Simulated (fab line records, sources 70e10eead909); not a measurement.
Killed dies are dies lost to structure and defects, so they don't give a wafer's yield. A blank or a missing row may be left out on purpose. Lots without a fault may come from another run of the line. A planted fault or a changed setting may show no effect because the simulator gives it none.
Chamber matching | flow nand_harc | NHARC_P_BONDPAD_ETCH_24 on rie_diel-04: 4 sister chambers
The step etches the open film in CF4/N2, target depth 30 nm, time 72.99 s. 20 wafers are shown with their chamber, then 10 later ones without.

WAFERS WITH THEIR CHAMBER
wafer  | chamber | showerhead_plenum_p_Torr (Torr) | drypump_motor_current_A (A) | rf_vpp_V (V)
L558.2 | 3       | 2.47                            | 5.8                         | 311.2
L558.3 | 1       | 2.64                            | 6.7                         | 315.8
L558.6 | 0       | 2.47                            | 5.4                         | 310.5
L557.3 | 0       | 2.47                            | 5.4                         | 311.3
L557.4 | 1       | 2.64                            | 6.7                         | 314.7
L557.5 | 3       | 2.47                            | 5.8                         | 311.4
L560.2 | 3       | 2.47                            | 5.8                         | 311.1
L560.4 | 2       | 2.70                            | 6.3                         | 315.3
L560.5 | 0       | 2.47                            | 5.4                         | 310.9
L563.1 | 0       | 2.47                            | 5.4                         | 312.5
L563.3 | 2       | 2.70                            | 6.2                         | 314.6
L563.6 | 3       | 2.47                            | 5.8                         | 308.9
L562.1 | 1       | 2.64                            | 6.7                         | 314.5
L562.2 | 3       | 2.47                            | 5.8                         | 311.9
L562.5 | 1       | 2.64                            | 6.6                         | 315.6
L564.1 | 3       | 2.46                            | 5.8                         | 311.7
L564.2 | 0       | 2.47                            | 5.4                         | 311.6
L564.4 | 1       | 2.64                            | 6.7                         | 314.4
L566.2 | 2       | 2.69                            | 6.2                         | 315.4
L566.3 | 3       | 2.46                            | 5.9                         | 309.5

SIGNATURES (means of the wafers above)
reading                  | chamber 0 | chamber 1 | chamber 2 | chamber 3 | scatter within a chamber
showerhead_plenum_p_Torr | 2.4700    | 2.6400    | 2.6967    | 2.4671    | 0.00362
drypump_motor_current_A  | 5.400     | 6.680     | 6.233     | 5.814     | 0.0381
rf_vpp_V                 | 311.360   | 315.000   | 315.100   | 310.814   | 0.878
Rule: a wafer's distance from a chamber is the root of the sum, over the readings, of the square of ((its reading less the chamber's mean) divided by the reading's scatter). The wafer belongs to the nearest chamber; if the next one is less than 2 further off, it can't be placed. The scatter: the root of (the sum of the squares of (reading less its chamber's mean) over the shown wafers, divided by (wafers less chambers)).

WAFERS WITHOUT THEIR CHAMBER
wafer  | showerhead_plenum_p_Torr (Torr) | drypump_motor_current_A (A) | rf_vpp_V (V)
L566.6 | 2.47                            | 5.4                         | 310.9
L569.2 | 2.64                            | 6.7                         | 313.1
L569.5 | 2.46                            | 5.8                         | 312.5
L569.6 | 2.47                            | 5.4                         | 311.7
L570.1 | 2.69                            | 6.3                         | 314.7
L570.2 | 2.47                            | 5.4                         | 311.1
L570.4 | 2.46                            | 5.8                         | 310.7
L572.2 | 2.47                            | 5.4                         | 310.2
L572.6 | 2.47                            | 5.4                         | 311.4
L575.3 | 2.46                            | 5.8                         | 312.5

WHICH CHAMBER EACH WENT THROUGH
wafer  | from the rows above | in truth
L566.6 | 0                   | 0
L569.2 | 1                   | 1
L569.5 | 3                   | 3
L569.6 | 0                   | 0
L570.1 | 2                   | 2
L570.2 | 0                   | 0
L570.4 | 3                   | 3
L572.2 | 0                   | 0
L572.6 | 0                   | 0
L575.3 | 3                   | 3
Placed correctly: 10 of 10. Can't be placed from these rows: 0. Placed wrongly: 0.
